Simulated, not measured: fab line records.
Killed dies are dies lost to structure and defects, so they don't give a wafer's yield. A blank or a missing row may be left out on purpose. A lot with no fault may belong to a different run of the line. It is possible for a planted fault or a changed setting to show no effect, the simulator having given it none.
fab line records / flow nand-harc
[record] lots = 6 wafers = 18 last-day = 33
route steps=1302 shown P_START@1 P_ZERO_WELL@2 END@1302
lots untouched by any fault: they come from a run of this same line in which no faults occurred
start-h: hours from the record's first day to the start of the lot's first wafer shown / wait-h: hours since the lot's step before / " same as the row above / L1.1+2: a row that stands for several wafers / - either no value or no given start / * or withheld: withheld / < > ~ a bound
route shown NAME@n: NAME is a module with steps in the file, n the number in the route of the first one / usual: the fault-free wafers' mean and standard deviation / same: alike in all rows / chamber/n: place in a boat / sites: the reading at each site / _std_site: standard deviation of those values / _edge_site: mean of outer sites minus mean of inner sites / radius-mm: how far each site lies from the wafer's centre / mask NAME#n: copy n / behind: the most recent tool/chamber to have shaped the wafer / hold: why the lot was held/for how many hours/how that ended / device: the transistor (n, p or np) that didn't switch / end of line: at the end of the route, the tests of the same wafers / where a step has no rows: the recipe by itself / killed: count of dies lost to structure and defects at first sort (not the wafer's yield) / map: a wafer's dies, marking killed ones x, the rest . and places with no die _
set.NAME: the run value of the setting; set.NAME@STEP: its run value at that earlier step / model.NAME: the simulator's own value behind a step, which no gauge read
lots seen at some steps along the route; tables by step, rows by wafer
services: a tool's chamber out of use, with start hour (start-h, from the record's first day; less than 0 if before it), hours out, and reason
[[steps]]
[step NHARC_P_START_INSPECT_01]
[usual] raw-defect-count = 3.6/2.1
lot.wafer=L351.2 tool=defect-inspect-01 chamber=- start-h=20.04 wait-h=- raw-defect-count=4
lot.wafer=L351.3 tool=defect-inspect-01 chamber=- start-h=20.04 wait-h=- raw-defect-count=3
lot.wafer=L351.4 tool=defect-inspect-01 chamber=- start-h=20.04 wait-h=- raw-defect-count=4
lot.wafer=L358.1 tool=defect-inspect-02 chamber=- start-h=90.04 wait-h=- raw-defect-count=4
lot.wafer=L358.2 tool=defect-inspect-02 chamber=- start-h=90.04 wait-h=- raw-defect-count=7
lot.wafer=L358.5 tool=defect-inspect-02 chamber=- start-h=90.04 wait-h=- raw-defect-count=1
lot.wafer=L367.2 tool=defect-inspect-01 chamber=- start-h=180.04 wait-h=- raw-defect-count=5
lot.wafer=L367.4 tool=defect-inspect-01 chamber=- start-h=180.04 wait-h=- raw-defect-count=1
lot.wafer=L367.5 tool=defect-inspect-01 chamber=- start-h=180.04 wait-h=- raw-defect-count=5
lot.wafer=L368.2 tool=defect-inspect-01 chamber=- start-h=190.04 wait-h=- raw-defect-count=4
lot.wafer=L368.3 tool=defect-inspect-01 chamber=- start-h=190.04 wait-h=- raw-defect-count=6
lot.wafer=L368.4 tool=defect-inspect-01 chamber=- start-h=190.04 wait-h=- raw-defect-count=2
lot.wafer=L373.1 tool=defect-inspect-02 chamber=- start-h=240.04 wait-h=- raw-defect-count=3
lot.wafer=L373.2 tool=defect-inspect-02 chamber=- start-h=240.04 wait-h=- raw-defect-count=3
lot.wafer=L373.5 tool=defect-inspect-02 chamber=- start-h=240.04 wait-h=- raw-defect-count=2
lot.wafer=L374.2 tool=defect-inspect-01 chamber=- start-h=250.04 wait-h=- raw-defect-count=3
lot.wafer=L374.4 tool=defect-inspect-01 chamber=- start-h=250.04 wait-h=- raw-defect-count=1
lot.wafer=L374.5 tool=defect-inspect-01 chamber=- start-h=250.04 wait-h=- raw-defect-count=0
[step NHARC_P_ZERO_WELL_PRECLEAN_00]
[recipe] time-s = 600 temp-c = 120 chemistry = SPM
[step NHARC_P_ZERO_WELL_SRD_01]
[step NHARC_P_ZERO_WELL_PECVD_02]
[recipe] target-thk-a = 100 temp-c = 400 pressure-torr = 6.5 rf-w = withheld teos-flow-sccm = withheld flow-sccm = 2650 target-thk-nm = 10 gas = O2 material = SiO2
[step NHARC_P_ZERO_WELL_DEHYDRATE_03]
[recipe] temp-c = 150 time-s = 120
[step NHARC_P_ZERO_WELL_HMDS_04]
[recipe] time-s = 30
[step NHARC_P_ZERO_WELL_COAT_64]
[recipe] temp-c = 200 time-s = 65
[step NHARC_P_ZERO_WELL_COAT_05]
[recipe] spin-rpm = 2000 resist-thk-nm = 600
[step NHARC_P_ZERO_WELL_SOFTBAKE_06]
[recipe] temp-c = 125 time-s = 70
[step NHARC_P_ZERO_WELL_EBR_07]
[step NHARC_P_ZERO_WELL_EXPOSE_08]
[recipe] na = 0.55 target-cd-nm = 500 dose-mj = 33.8 mask-id = P_ZERO
[step NHARC_P_ZERO_WELL_PEB_09]
[recipe] peb-temp-c = 128 peb-time-s = 80
[usual] heater-power-total-W = 189.8/0.81 plate-temp-C = 128.01/0.14
[same] peb-time-s = 80
lot.wafer=L351.2 tool=litho-track-03 chamber=0 start-h=21.15 wait-h=0.1 heater-power-total-W=189.0 plate-temp-C=128.01
lot.wafer=L351.3 tool=litho-track-03 chamber=0 start-h=21.15 wait-h=0.1 heater-power-total-W=189.5 plate-temp-C=128.05
lot.wafer=L351.4 tool=litho-track-03 chamber=0 start-h=21.15 wait-h=0.1 heater-power-total-W=190.5 plate-temp-C=127.92
lot.wafer=L358.1 tool=litho-track-02 chamber=0 start-h=91.04 wait-h=0.1 heater-power-total-W=190.9 plate-temp-C=127.95
lot.wafer=L358.2 tool=litho-track-02 chamber=0 start-h=91.04 wait-h=0.1 heater-power-total-W=190.7 plate-temp-C=127.95
lot.wafer=L358.5 tool=litho-track-02 chamber=0 start-h=91.04 wait-h=0.1 heater-power-total-W=190.8 plate-temp-C=127.94
lot.wafer=L367.2 tool=litho-track-03 chamber=0 start-h=181.22 wait-h=0.1 heater-power-total-W=214.1 plate-temp-C=139.90
lot.wafer=L367.4 tool=litho-track-03 chamber=0 start-h=181.22 wait-h=0.1 heater-power-total-W=211.4 plate-temp-C=139.74
lot.wafer=L367.5 tool=litho-track-03 chamber=0 start-h=181.22 wait-h=0.1 heater-power-total-W=211.2 plate-temp-C=139.90
lot.wafer=L368.2 tool=litho-track-03 chamber=0 start-h=191.15 wait-h=0.1 heater-power-total-W=213.7 plate-temp-C=139.74
lot.wafer=L368.3 tool=litho-track-03 chamber=0 start-h=191.15 wait-h=0.1 heater-power-total-W=212.1 plate-temp-C=139.99
lot.wafer=L368.4 tool=litho-track-03 chamber=0 start-h=191.15 wait-h=0.1 heater-power-total-W=213.0 plate-temp-C=139.73
lot.wafer=L373.1 tool=litho-track-02 chamber=0 start-h=241.05 wait-h=0.1 heater-power-total-W=189.6 plate-temp-C=127.99
lot.wafer=L373.2 tool=litho-track-02 chamber=0 start-h=241.05 wait-h=0.1 heater-power-total-W=189.0 plate-temp-C=128.31
lot.wafer=L373.5 tool=litho-track-02 chamber=0 start-h=241.05 wait-h=0.1 heater-power-total-W=190.6 plate-temp-C=127.90
lot.wafer=L374.2 tool=litho-track-03 chamber=0 start-h=251.16 wait-h=0.1 heater-power-total-W=189.5 plate-temp-C=127.88
lot.wafer=L374.4 tool=litho-track-03 chamber=0 start-h=251.16 wait-h=0.1 heater-power-total-W=188.7 plate-temp-C=127.73
lot.wafer=L374.5 tool=litho-track-03 chamber=0 start-h=251.16 wait-h=0.1 heater-power-total-W=189.0 plate-temp-C=127.95
[step NHARC_P_ZERO_WELL_DEVELOP_10]
[recipe] time-s = 50 dev-temp-c = 22
[step NHARC_P_ZERO_WELL_CD_MEAS_11]
[recipe] target-cd-nm = 500 landing-energy-ev = 500
[usual] cd-nm = 499.8/2.9
lot.wafer=L351.2 tool=cd-sem-02 chamber=0 start-h=21.24 wait-h=- cd-nm=500.5
lot.wafer=L351.3 tool=cd-sem-02 chamber=0 start-h=21.24 wait-h=- cd-nm=501.3
lot.wafer=L351.4 tool=cd-sem-02 chamber=0 start-h=21.24 wait-h=- cd-nm=500.8
lot.wafer=L358.1 tool=cd-sem-01 chamber=0 start-h=91.13 wait-h=- cd-nm=502.5
lot.wafer=L358.2 tool=cd-sem-01 chamber=0 start-h=91.13 wait-h=- cd-nm=499.6
lot.wafer=L358.5 tool=cd-sem-01 chamber=0 start-h=91.13 wait-h=- cd-nm=497.7
lot.wafer=L367.2 tool=cd-sem-01 chamber=0 start-h=181.31 wait-h=- cd-nm=551.3
lot.wafer=L367.4 tool=cd-sem-01 chamber=0 start-h=181.31 wait-h=- cd-nm=553.6
lot.wafer=L367.5 tool=cd-sem-01 chamber=0 start-h=181.31 wait-h=- cd-nm=548.6
lot.wafer=L368.2 tool=cd-sem-03 chamber=0 start-h=191.24 wait-h=- cd-nm=547.5
lot.wafer=L368.3 tool=cd-sem-03 chamber=0 start-h=191.24 wait-h=- cd-nm=550.5
lot.wafer=L368.4 tool=cd-sem-03 chamber=0 start-h=191.24 wait-h=- cd-nm=547.0
lot.wafer=L373.1 tool=cd-sem-03 chamber=0 start-h=241.14 wait-h=- cd-nm=498.2
lot.wafer=L373.2 tool=cd-sem-03 chamber=0 start-h=241.14 wait-h=- cd-nm=499.6
lot.wafer=L373.5 tool=cd-sem-03 chamber=0 start-h=241.14 wait-h=- cd-nm=504.4
lot.wafer=L374.2 tool=cd-sem-01 chamber=0 start-h=251.24 wait-h=- cd-nm=496.9
lot.wafer=L374.4 tool=cd-sem-01 chamber=0 start-h=251.24 wait-h=- cd-nm=503.3
lot.wafer=L374.5 tool=cd-sem-01 chamber=0 start-h=251.24 wait-h=- cd-nm=501.1
[step NHARC_P_ZERO_WELL_HARDBAKE_12]
[recipe] temp-c = 118 time-s = 65
[step NHARC_END_SORT_01]
[recipe] temp-c = 25
[usual] killed-at-array = 52/17 killed-at-other = 1.2/1.4 killed-at-periphery = 4.7/2.9 killed-dies = 58/17 killed-open = 3.2/1.9 killed-short = 2.4/1.4
[same] gross-dies = 677
lot.wafer=L358.1 tool=prober-01 chamber=0 start-h=628.17 wait-h=2.5 killed-at-array=43 killed-at-other=2 killed-at-periphery=8 killed-dies=53 killed-open=1 killed-short=1
lot.wafer=L358.2 tool=prober-01 chamber=0 start-h=628.97 wait-h=2.8 killed-at-array=51 killed-at-other=0 killed-at-periphery=13 killed-dies=64 killed-open=3 killed-short=2
lot.wafer=L358.5 tool=prober-01 chamber=0 start-h=631.36 wait-h=3.7 killed-at-array=61 killed-at-other=1 killed-at-periphery=7 killed-dies=69 killed-open=2 killed-short=4
lot.wafer=L368.2 tool=prober-02 chamber=0 start-h=716.10 wait-h=2.8 killed-at-array=70 killed-at-other=3 killed-at-periphery=4 killed-dies=77 killed-open=4 killed-short=0
lot.wafer=L368.3 tool=prober-02 chamber=0 start-h=716.89 wait-h=3.1 killed-at-array=69 killed-at-other=1 killed-at-periphery=9 killed-dies=79 killed-open=6 killed-short=1
lot.wafer=L368.4 tool=prober-02 chamber=0 start-h=717.69 wait-h=3.4 killed-at-array=71 killed-at-other=1 killed-at-periphery=5 killed-dies=77 killed-open=4 killed-short=2
lot.wafer=L367.2 tool=prober-01 chamber=0 start-h=716.13 wait-h=2.8 killed-at-array=26 killed-at-other=0 killed-at-periphery=12 killed-dies=38 killed-open=3 killed-short=2
lot.wafer=L367.4 tool=prober-01 chamber=0 start-h=717.74 wait-h=3.4 killed-at-array=26 killed-at-other=2 killed-at-periphery=6 killed-dies=34 killed-open=5 killed-short=3
lot.wafer=L367.5 tool=prober-01 chamber=0 start-h=718.55 wait-h=3.7 killed-at-array=27 killed-at-other=0 killed-at-periphery=8 killed-dies=35 killed-open=0 killed-short=1
lot.wafer=L373.1 tool=prober-01 chamber=0 start-h=778.57 wait-h=2.5 killed-at-array=45 killed-at-other=0 killed-at-periphery=10 killed-dies=55 killed-open=1 killed-short=3
lot.wafer=L373.2 tool=prober-01 chamber=0 start-h=779.37 wait-h=2.8 killed-at-array=42 killed-at-other=1 killed-at-periphery=6 killed-dies=49 killed-open=3 killed-short=2
lot.wafer=L373.5 tool=prober-01 chamber=0 start-h=781.77 wait-h=3.7 killed-at-array=64 killed-at-other=3 killed-at-periphery=9 killed-dies=76 killed-open=4 killed-short=3
// killed by level:class
L358.1 A_SLIT:chamber-film-flake=15 A_CHANNEL_HOLE_D2:chamber-film-flake=9 A_CONTACT:chamber-film-flake=9 P_GATE:chamber-film-flake=4 A_CHANNEL_HOLE_D1:chamber-film-flake=3 A_STAIRCASE:chamber-film-flake=3 P_STI:chamber-film-flake=2 A_DECK1_JOINT:chamber-film-flake=2
L358.2 A_SLIT:chamber-film-flake=30 P_GATE:chamber-film-flake=7 A_CHANNEL_HOLE_D2:chamber-film-flake=6 A_CONTACT:chamber-film-flake=5 A_DECK1_JOINT:chamber-film-flake=4 P_STI:chamber-film-flake=2 P_BONDPAD:chamber-film-flake=2 A_CHANNEL_HOLE_D1:chamber-film-flake=2
L358.5 A_SLIT:chamber-film-flake=31 A_CONTACT:chamber-film-flake=9 A_CHANNEL_HOLE_D2:chamber-film-flake=8 A_CHANNEL_HOLE_D1:chamber-film-flake=5 P_STI:chamber-film-flake=3 A_DECK1_JOINT:chamber-film-flake=3 P_GATE:geometric-particle:short=1 P_CONTACT:geometric-particle:open=1
L368.2 A_CHANNEL_HOLE_D1:chamber-film-flake=28 A_CHANNEL_HOLE_D2:chamber-film-flake=15 A_SLIT:chamber-film-flake=14 A_STAIRCASE:chamber-film-flake=4 P_GATE:geometric-particle:open=2 A_CHANNEL_FILL_D1:chamber-film-flake=2 A_CHANNEL_FILL_D2:chamber-film-flake=2 A_CONTACT:chamber-film-flake=2
L367.2 A_CHANNEL_HOLE_D1:chamber-film-flake=10 P_ZERO_WELL:area-peb=6 A_SLIT:chamber-film-flake=4 A_CHANNEL_FILL_D2:chamber-film-flake=3 P_GATE:chamber-film-flake=3 A_STAIRCASE:chamber-film-flake=3 A_CONTACT:chamber-film-flake=3 P_GATE:geometric-particle:open=1
L368.3 A_CHANNEL_HOLE_D1:chamber-film-flake=25 A_SLIT:chamber-film-flake=15 A_CHANNEL_HOLE_D2:chamber-film-flake=9 P_ZERO_WELL:area-peb=5 A_CONTACT:chamber-film-flake=4 A_WL_FILL:chamber-film-flake=3 A_CONTACT:geometric-particle:open=2 P_ZERO_WELL:chamber-film-flake=2
L368.4 A_SLIT:chamber-film-flake=29 A_CHANNEL_HOLE_D1:chamber-film-flake=15 A_CHANNEL_HOLE_D2:chamber-film-flake=14 A_CHANNEL_FILL_D1:chamber-film-flake=4 P_ZERO_WELL:chamber-film-flake=2 A_STAIRCASE:chamber-film-flake=2 P_ZERO_WELL:area-peb=2 P_M0:geometric-particle:open=1
L367.4 A_CHANNEL_HOLE_D1:chamber-film-flake=6 A_CONTACT:chamber-film-flake=5 A_STAIRCASE:chamber-film-flake=4 A_CHANNEL_FILL_D2:chamber-film-flake=3 A_SLIT:chamber-film-flake=3 P_ZERO_WELL:area-peb=3 P_GATE:geometric-particle:open=2 A_CHANNEL_FILL_D2:geometric-particle:open=2
L367.5 A_CHANNEL_HOLE_D1:chamber-film-flake=13 A_CONTACT:chamber-film-flake=6 P_ZERO_WELL:chamber-film-flake=4 P_ZERO_WELL:area-peb=4 A_STAIRCASE:chamber-film-flake=3 A_CHANNEL_FILL_D2:geometric-particle:short=1 A_ZERO_WELL:chamber-film-flake=1 A_CHANNEL_HOLE_D2:chamber-film-flake=1
L373.1 A_CHANNEL_HOLE_D2:chamber-film-flake=28 A_CONTACT:chamber-film-flake=6 P_M2:chamber-film-flake=5 A_SLIT:chamber-film-flake=5 P_ZERO_WELL:chamber-film-flake=3 A_STAIRCASE:chamber-film-flake=3 P_M0:geometric-particle:short=1 A_CHANNEL_HOLE_D1:geometric-particle:short=1
L373.2 A_CHANNEL_HOLE_D2:chamber-film-flake=20 A_CONTACT:chamber-film-flake=9 A_SLIT:chamber-film-flake=7 P_ZERO_WELL:chamber-film-flake=2 P_M2:chamber-film-flake=2 A_STAIRCASE:chamber-film-flake=2 P_GATE:geometric-particle:open=1 A_CHANNEL_FILL_D1:geometric-particle:open=1
L373.5 A_CHANNEL_HOLE_D2:chamber-film-flake=34 A_CONTACT:chamber-film-flake=13 A_SLIT:chamber-film-flake=10 P_M2:chamber-film-flake=5 P_ZERO_WELL:chamber-film-flake=3 THIN_TSV:chamber-film-flake=3 A_M0:geometric-particle:open=2 P_GATE:geometric-particle:open=1
[[services]]
tool=litho-track-02 chamber=- start-h=52.00 hours=7.0 kind=pm
tool=litho-track-03 chamber=- start-h=100.00 hours=7.0 kind=pm
tool=litho-track-02 chamber=- start-h=227.00 hours=7.0 kind=pm
[[key]]
[first-sign] step = NHARC_P_ZERO_WELL_PEB_09 reading = plate-temp-C direction = up sigmas = 87 usual = * struck = *
[effect] step = NHARC_P_ZERO_WELL_PEB_09 reading = heater-power-total-W direction = up sigmas = 28 usual = * struck = *
[effect] step = NHARC_P_ZERO_WELL_CD_MEAS_11 reading = cd-nm direction = up sigmas = 17 usual = 499.8 struck = 549.8
met-at NHARC_P_ZERO_WELL_PEB_09
struck-wafers L367.2,L367.4,L367.5,L368.2,L368.3,L368.4
tester-left-out L367,L368
onset-between 21.15 181.22
[fault] kind = process-parameter-drift tool = litho-track-03 chamber = - onset-h = 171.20 steps = NHARC_P_ZERO_WELL_PEB_09 channel = peb-temp-c offset = * shape = step end-h = 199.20 acts-in = * stated = *
// tester-left-out: of these lots the tester's yield and bins aren't shown, on N5 and GAA mostly nor the transistor test; their killed dies are dies lost to structure and defects alone, not to doping, threshold or leakage, so they don't give the yield
